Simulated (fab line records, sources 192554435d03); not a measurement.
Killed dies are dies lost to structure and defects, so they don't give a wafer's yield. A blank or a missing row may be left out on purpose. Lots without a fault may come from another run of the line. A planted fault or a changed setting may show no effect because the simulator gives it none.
Problem report in the 8D (eight disciplines) form, filled by code | flow n5_finfet | the parts of the form that need people (team, actions taken, sign-off) are left out

1. THE PROBLEM
beam_energy_keV at N5_MOL_CONTACT_COAG_IMPLANT_129 reads a mean of 7.4151 on 9 wafers of 3 lots; wafers without a fault read 3.0000 with a standard deviation of 0.001. That is +99 or more standard deviations from the usual mean.
First seen on wafer L504.1, day 6 19:05, on implanter-02. The record holds 15 wafers of 5 lots with a number at this step. Rule for "out", or "out of limits": more than 4 standard deviations from the usual mean. The other wafers with a number count as sound.

2. WHAT IT IS AND WHAT IT IS NOT
question                    | is                                         | is not
which readings at this step | beam_energy_keV, end_station_pressure_torr | rotation_deg
which lots                  | L504, L506, L508                           | L502, L517
which wafers of those lots  | all that have a number                     | -
read on which tools         | implanter-02                               | -
when                        | from day 6 19:05                           | up to then (3 sound wafers); but 3 sound wafers of L517 came after

3. SUSPECTS, AND WHAT RULES EACH OUT
Counting: a tool at a process step up to the reading stays a suspect if it ran every lot that is out and no sound lot after the first of them.
- implanter-02 at N5_MOL_CONTACT_COAG_IMPLANT_129: ruled out as a lasting fault. Sound lots L517 ran on it after its first lot that is out, L504 (day 6 19:05).
Left after counting: nothing in the record.

4. THE CAUSE (what the simulator had put in)
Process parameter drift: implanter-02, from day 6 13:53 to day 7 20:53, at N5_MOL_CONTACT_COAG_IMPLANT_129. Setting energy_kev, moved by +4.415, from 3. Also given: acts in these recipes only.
Counting ruled it out, wrongly.

5. THE CHAIN OF EFFECTS, in route order
Each row: a reading whose mean over the struck wafers that have a number lies more than 3 standard deviations from the usual. Only readings for which the record gives a usual standard deviation are gone through. hours: the time from each lot's start at the first step in this table that gives one to its start at this step, as a median over the lots. sigmas: the change in usual standard deviations.
hours | step                            | reading                   | usual        | on struck wafers | change   | sigmas
0     | N5_MOL_CONTACT_COAG_IMPLANT_129 | beam_energy_keV           | 3.0000       | 7.4151           | +4.4151  | +99 or more
0     | N5_MOL_CONTACT_COAG_IMPLANT_129 | end_station_pressure_torr | 5.9e-06 Torr | 1.1e-05          | +5.0e-06 | +15
The process steps in it:
- N5_MOL_CONTACT_COAG_IMPLANT_129
Later measuring or inspecting steps at which every struck wafer that the step has a row for has a number for every such reading, and none has moved that far: N5_BEOL_M4_RC_MEAS_101.

6. WHAT WOULD HAVE CAUGHT IT SOONER
In this record the first reading out of limits was taken at day 6 19:05, 5 hours after the fault began at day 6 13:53.
